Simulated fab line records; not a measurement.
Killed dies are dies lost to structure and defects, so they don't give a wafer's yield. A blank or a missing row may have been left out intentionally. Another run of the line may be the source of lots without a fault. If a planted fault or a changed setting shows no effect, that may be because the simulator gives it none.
The tool behind it: which one? + flow nand-harc + 13 lots, 39 wafers sampled, at 6 steps of a route of 1159

WHAT EACH GAUGE READ, for each wafer
NHARC_P_GATE_CD_MEAS_59: target cd 720 nm. Usual: cd-nm at 720.2 nm, with a standard deviation of 2.7.
| lot  | measured     | on        | cd-nm (nm)        | flag |
|------|--------------|-----------|-------------------|------|
| L488 | day 4 23:37  | cd-sem-03 | 722.0 717.9 719.3 |      |
| L489 | day 5 08:50  | cd-sem-01 | 718.6 719.7 718.9 |      |
| L491 | day 6 00:56  | cd-sem-01 | 777.6 777.6 783.4 | OFF  |
| L501 | day 8 12:36  | cd-sem-01 | 726.0 721.2 718.1 |      |
| L500 | day 8 13:14  | cd-sem-01 | 715.6 718.1 720.0 |      |
| L502 | day 9 03:17  | cd-sem-02 | 721.3 716.2 724.1 |      |
| L506 | day 9 18:03  | cd-sem-03 | 716.9 718.4 720.5 |      |
| L505 | day 9 18:44  | cd-sem-03 | 722.7 721.8 720.4 |      |
| L508 | day 10 01:12 | cd-sem-03 | 719.3 717.8 720.4 |      |
| L507 | day 10 01:34 | cd-sem-03 | 719.6 717.6 718.5 |      |
| L509 | day 10 13:54 | cd-sem-01 | 720.0 721.9 725.1 |      |
| L510 | day 10 19:10 | cd-sem-02 | 718.2 716.7 716.8 |      |
| L511 | day 11 04:47 | cd-sem-01 | 720.2 723.2 721.0 |      |

NHARC_END_SORT_01. Usual: killed-at-array 29, standard deviation 10; killed-at-other 0.7, standard deviation 1.1; killed-at-periphery 3.3, standard deviation 2.4; killed-dies 33, standard deviation 11; killed-open 3.3, standard deviation 2; killed-short 1.9, standard deviation 1.3.
| lot  | measured     | on        | killed-at-array | killed-at-other | killed-at-periphery | killed-dies | killed-open | killed-short | flag |
|------|--------------|-----------|-----------------|-----------------|---------------------|-------------|-------------|--------------|------|
| L488 | day 19 13:30 | prober-02 | 22 11 23        | 0 0 1           | 5 5 4               | 27 16 28    | 4 3 6       | 2 1 2        |      |
| L489 | day 19 03:10 | prober-02 | 32 37 29        | 3 0 0           | 3 2 0               | 38 39 29    | 4 2 0       | 3 4 0        |      |
| L491 | day 19 13:31 | prober-01 | 21 26           | 0 0             | 8 3                 | 29 29       | 2 4         | 4 5          |      |
| L502 | day 23 21:31 | prober-02 | 40 35 27        | 0 1 0           | 4 4 5               | 44 40 32    | 5 5 5       | 2 2 1        |      |
| L505 | day 24 15:56 | prober-02 | 28 25 38        | 0 1 2           | 3 4 3               | 31 30 43    | 4 7 8       | 2 3 6        |      |
| L507 | day 24 22:21 | prober-01 | 20 8 15         | 0 1 1           | 5 1 0               | 25 10 16    | 4 2 2       | 2 0 2        |      |
| L509 | day 25 07:47 | prober-01 | 45 46 45        | 0 4 0           | 5 2 5               | 50 52 50    | 3 1 5       | 1 2 1        |      |
| L510 | day 25 05:05 | prober-02 | 39 31 35        | 0 0 0           | 9 2 2               | 48 33 37    | 7 4 6       | 4 1 2        |      |

TOOL THAT RAN EACH LOT (tool first, then ch and the chambers of the sampled wafers, then the start)
| lot  | NHARC_P_GATE_EXPOSE_56            | NHARC_P_GATE_STRIP_112               | NHARC_P_GATE_STRIP_76                | NHARC_P_GATE_STRIP_113               |
|------|-----------------------------------|--------------------------------------|--------------------------------------|--------------------------------------|
| L488 | krf-scanner-02 ch 0, day 4 23:28  | plasma-asher-02 ch 0,1, day 5 00:11  | plasma-asher-02 ch 0,1, day 5 00:25  | plasma-asher-02 ch 0,1, day 5 01:51  |
| L489 | krf-scanner-03 ch 0, day 5 08:41  | plasma-asher-02 ch 0,1, day 5 09:30  | plasma-asher-02 ch 0,1, day 5 09:46  | plasma-asher-02 ch 0,1, day 5 11:12  |
| L491 | krf-scanner-03 ch 0, day 6 00:47  | plasma-asher-01 ch 0,1, day 6 01:31  | plasma-asher-01 ch 0,1, day 6 01:46  | plasma-asher-02 ch 0,1, day 6 03:15  |
| L501 | krf-scanner-03 ch 0, day 8 12:26  | plasma-asher-02 ch 0,1, day 8 14:25  | plasma-asher-02 ch 0,1, day 8 14:41  | plasma-asher-02 ch 0,1, day 9 00:41  |
| L500 | krf-scanner-01 ch 0, day 8 13:05  | plasma-asher-02 ch 0,1, day 9 00:02  | plasma-asher-02 ch 0,1, day 9 00:17  | plasma-asher-02 ch 0,1, day 9 03:06  |
| L502 | krf-scanner-02 ch 0, day 9 03:07  | plasma-asher-02 ch 0,1, day 9 05:29  | plasma-asher-02 ch 0,1, day 9 05:45  | plasma-asher-02 ch 0,1, day 9 07:14  |
| L506 | krf-scanner-03 ch 0, day 9 17:53  | plasma-asher-02 ch 0,1, day 9 19:08  | plasma-asher-02 ch 0,1, day 9 19:21  | plasma-asher-02 ch 0,1, day 9 21:09  |
| L505 | krf-scanner-03 ch 0, day 9 18:35  | plasma-asher-02 ch 0,1, day 9 19:32  | plasma-asher-02 ch 0,1, day 9 19:42  | plasma-asher-02 ch 0,1, day 9 22:26  |
| L508 | krf-scanner-03 ch 0, day 10 01:02 | plasma-asher-02 ch 1, day 10 01:44   | plasma-asher-02 ch 1, day 10 02:00   | plasma-asher-02 ch 0,1, day 10 03:35 |
| L507 | krf-scanner-03 ch 0, day 10 01:25 | plasma-asher-02 ch 0,1, day 10 02:10 | plasma-asher-02 ch 0,1, day 10 02:23 | plasma-asher-02 ch 0,1, day 10 04:22 |
| L509 | krf-scanner-01 ch 0, day 10 13:45 | plasma-asher-02 ch 0,1, day 10 14:37 | plasma-asher-02 ch 0,1, day 10 14:49 | plasma-asher-02 ch 0,1, day 10 16:46 |
| L510 | krf-scanner-01 ch 0, day 10 19:00 | plasma-asher-02 ch 0,1, day 10 19:44 | plasma-asher-02 ch 0,1, day 10 19:59 | plasma-asher-01 ch 0,1, day 10 21:29 |
| L511 | krf-scanner-03 ch 0, day 11 04:38 | plasma-asher-02 ch 0,1, day 11 05:25 | plasma-asher-02 ch 0,1, day 11 05:38 | plasma-asher-02 ch 0,1, day 11 06:57 |
- NHARC_P_GATE_EXPOSE_56: exposes mask P PSD, target cd 720 nm.
- NHARC_P_GATE_STRIP_112: strips in N2/H2, time 200 s.
- NHARC_P_GATE_STRIP_76: strips in O2.
- NHARC_P_GATE_STRIP_113: strips in N2/H2, time 740 s.

AS READ BY THE TOOLS THEMSELVES (means over the sampled wafers that have a number; for cases with no such wafer, the mark the record gives instead)
NHARC_P_GATE_STRIP_112. Usual: drypump-motor-current-A 5.9 A, standard deviation 0.4; heater-power-w 98 W, standard deviation 5.1.
| lot  | tool            | drypump-motor-current-A (A) | heater-power-w (W) | flag |
|------|-----------------|-----------------------------|--------------------|------|
| L488 | plasma-asher-02 | 5.8                         | 96                 |      |
| L489 | plasma-asher-02 | 6.1                         | 96                 |      |
| L491 | plasma-asher-01 | 5.8                         | 90                 |      |
| L501 | plasma-asher-02 | 6.1                         | 97                 |      |
| L500 | plasma-asher-02 | 5.8                         | 102                |      |
| L502 | plasma-asher-02 | 5.8                         | 102                |      |
| L506 | plasma-asher-02 | 5.8                         | 103                |      |
| L505 | plasma-asher-02 | 6.1                         | 99                 |      |
| L508 | plasma-asher-02 | 6.4                         | 99                 |      |
| L507 | plasma-asher-02 | 6.1                         | 100                |      |
| L509 | plasma-asher-02 | 6.1                         | 101                |      |
| L510 | plasma-asher-02 | 5.8                         | 103                |      |
| L511 | plasma-asher-02 | 6.1                         | 100                |      |

NHARC_P_GATE_STRIP_76. Usual: drypump-motor-current-A 5.9 A, standard deviation 0.4; heater-power-w 367 W, standard deviation 18.
| lot  | tool            | drypump-motor-current-A (A) | heater-power-w (W) | flag |
|------|-----------------|-----------------------------|--------------------|------|
| L488 | plasma-asher-02 | 5.8                         | 361                |      |
| L489 | plasma-asher-02 | 6.1                         | 366                |      |
| L491 | plasma-asher-01 | 5.9                         | 340                |      |
| L501 | plasma-asher-02 | 6.1                         | 364                |      |
| L500 | plasma-asher-02 | 5.8                         | 378                |      |
| L502 | plasma-asher-02 | 5.8                         | 385                |      |
| L506 | plasma-asher-02 | 5.8                         | 387                |      |
| L505 | plasma-asher-02 | 6.1                         | 381                |      |
| L508 | plasma-asher-02 | 6.4                         | 370                |      |
| L507 | plasma-asher-02 | 6.1                         | 373                |      |
| L509 | plasma-asher-02 | 6.1                         | 376                |      |
| L510 | plasma-asher-02 | 5.8                         | 374                |      |
| L511 | plasma-asher-02 | 6.1                         | 376                |      |

NHARC_P_GATE_STRIP_113. Usual: drypump-motor-current-A 5.9 A, standard deviation 0.4; heater-power-w 98 W, standard deviation 5.1.
| lot  | tool            | drypump-motor-current-A (A) | heater-power-w (W) | flag |
|------|-----------------|-----------------------------|--------------------|------|
| L488 | plasma-asher-02 | 6.1                         | 96                 |      |
| L489 | plasma-asher-02 | 6.1                         | 97                 |      |
| L491 | plasma-asher-02 | 6.1                         | 97                 |      |
| L501 | plasma-asher-02 | 6.1                         | 100                |      |
| L500 | plasma-asher-02 | 5.9                         | 103                |      |
| L502 | plasma-asher-02 | 5.8                         | 103                |      |
| L506 | plasma-asher-02 | 5.9                         | 101                |      |
| L505 | plasma-asher-02 | 6.1                         | 101                |      |
| L508 | plasma-asher-02 | 5.8                         | 102                |      |
| L507 | plasma-asher-02 | 5.8                         | 103                |      |
| L509 | plasma-asher-02 | 5.8                         | 103                |      |
| L510 | plasma-asher-01 | 5.5                         | 87                 |      |
| L511 | plasma-asher-02 | 6.1                         | 101                |      |

THE ANSWER, worked out from the rows above alone
Rule: lot off if the mean of its wafers having a number is beyond 3 standard deviations from the usual mean. A lot without any number at a reading at which 4 lots or more have one is off too. The other lots that the step has rows for count as sound. The gauges are gone through in route order, then the tools' own readings, and for those a lot's mean is taken as printed above. At the first step where some lot is off, the reading lying furthest off is the one used; lots without a number count as furthest.
Off: L491, at NHARC_P_GATE_CD_MEAS_59 (cd-nm).
If a tool, at a process step before that reading, ran all the lots that are off and no sound lot after the first of them, it fits. The gauges at NHARC_P_GATE_CD_MEAS_59 are tried like those tools. None of those tried fits.

WHAT THE SIMULATOR HAD INSERTED
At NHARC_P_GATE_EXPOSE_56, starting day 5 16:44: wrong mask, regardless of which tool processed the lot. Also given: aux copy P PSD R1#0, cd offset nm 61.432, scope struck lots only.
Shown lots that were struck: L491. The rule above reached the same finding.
